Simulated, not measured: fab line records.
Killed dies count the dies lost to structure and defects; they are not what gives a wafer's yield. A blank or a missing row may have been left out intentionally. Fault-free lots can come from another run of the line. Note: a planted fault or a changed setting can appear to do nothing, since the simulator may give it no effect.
Chamber matching || flow nand_harc || rie_diel-07 running NHARC_HYBRID_BOND_ACTIVATE_00: 4 sister chambers
The step chemistry N2, time 60 s. 8 wafers are shown with their chamber, then 8 later ones without.

## EACH WAFER AND ITS CHAMBER
{"wafer": "L856.4", "chamber": 0, "drypump_motor_current_A (A)": 5.6, "oes_product_au (a.u.)": 1.016}
{"wafer": "L857.6", "chamber": 3, "drypump_motor_current_A (A)": 5.9, "oes_product_au (a.u.)": 0.981}
{"wafer": "L860.3", "chamber": 3, "drypump_motor_current_A (A)": 5.9, "oes_product_au (a.u.)": 0.994}
{"wafer": "L860.4", "chamber": 0, "drypump_motor_current_A (A)": 5.5, "oes_product_au (a.u.)": 1.019}
{"wafer": "L859.1", "chamber": 2, "drypump_motor_current_A (A)": 6.6, "oes_product_au (a.u.)": 0.992}
{"wafer": "L859.2", "chamber": 1, "drypump_motor_current_A (A)": 5.4, "oes_product_au (a.u.)": 1.000}
{"wafer": "L859.6", "chamber": 1, "drypump_motor_current_A (A)": 5.4, "oes_product_au (a.u.)": 1.003}
{"wafer": "L863.1", "chamber": 2, "drypump_motor_current_A (A)": 6.6, "oes_product_au (a.u.)": 0.996}

## WAFERS WHOSE CHAMBER IS MISSING
{"wafer": "L863.2", "drypump_motor_current_A (A)": 5.4, "oes_product_au (a.u.)": 0.990}
{"wafer": "L863.3", "drypump_motor_current_A (A)": 5.5, "oes_product_au (a.u.)": 0.999}
{"wafer": "L865.1", "drypump_motor_current_A (A)": 6.6, "oes_product_au (a.u.)": 0.997}
{"wafer": "L865.2", "drypump_motor_current_A (A)": 5.4, "oes_product_au (a.u.)": 0.987}
{"wafer": "L865.3", "drypump_motor_current_A (A)": 5.5, "oes_product_au (a.u.)": 1.012}
{"wafer": "L873.1", "drypump_motor_current_A (A)": 5.9, "oes_product_au (a.u.)": 0.993}
{"wafer": "L873.5", "drypump_motor_current_A (A)": 5.6, "oes_product_au (a.u.)": 1.025}
{"wafer": "L873.6", "drypump_motor_current_A (A)": 5.9, "oes_product_au (a.u.)": 0.995}

## THE CHAMBER EACH PASSED THROUGH
{"wafer": "L863.2", "from the rows above": 1, "in truth": 1}
{"wafer": "L863.3", "from the rows above": "can't be placed: 1 or 0", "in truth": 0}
{"wafer": "L865.1", "from the rows above": 2, "in truth": 2}
{"wafer": "L865.2", "from the rows above": 1, "in truth": 1}
{"wafer": "L865.3", "from the rows above": "can't be placed: 0 or 1", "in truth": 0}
{"wafer": "L873.1", "from the rows above": 3, "in truth": 3}
{"wafer": "L873.5", "from the rows above": 0, "in truth": 0}
{"wafer": "L873.6", "from the rows above": 3, "in truth": 3}
Placed correctly: 6 of 8. These rows do not allow placing 2 (true chamber among the candidates in 2). Wrongly placed: 0.
How it was worked out, from the rows above alone: a wafer's distance from a chamber is the root of the sum, over the readings, of the square of ((its reading less the chamber's mean) divided by the reading's scatter). If the next closest chamber is less than 2 further off than the closest, the wafer can't be placed; otherwise it belongs to the closest. Each chamber's mean is taken over the wafers shown for it. The scatter: take each reading less its chamber's mean, square it, sum over the shown wafers, divide by the number of wafers less the number of chambers, and take the root.
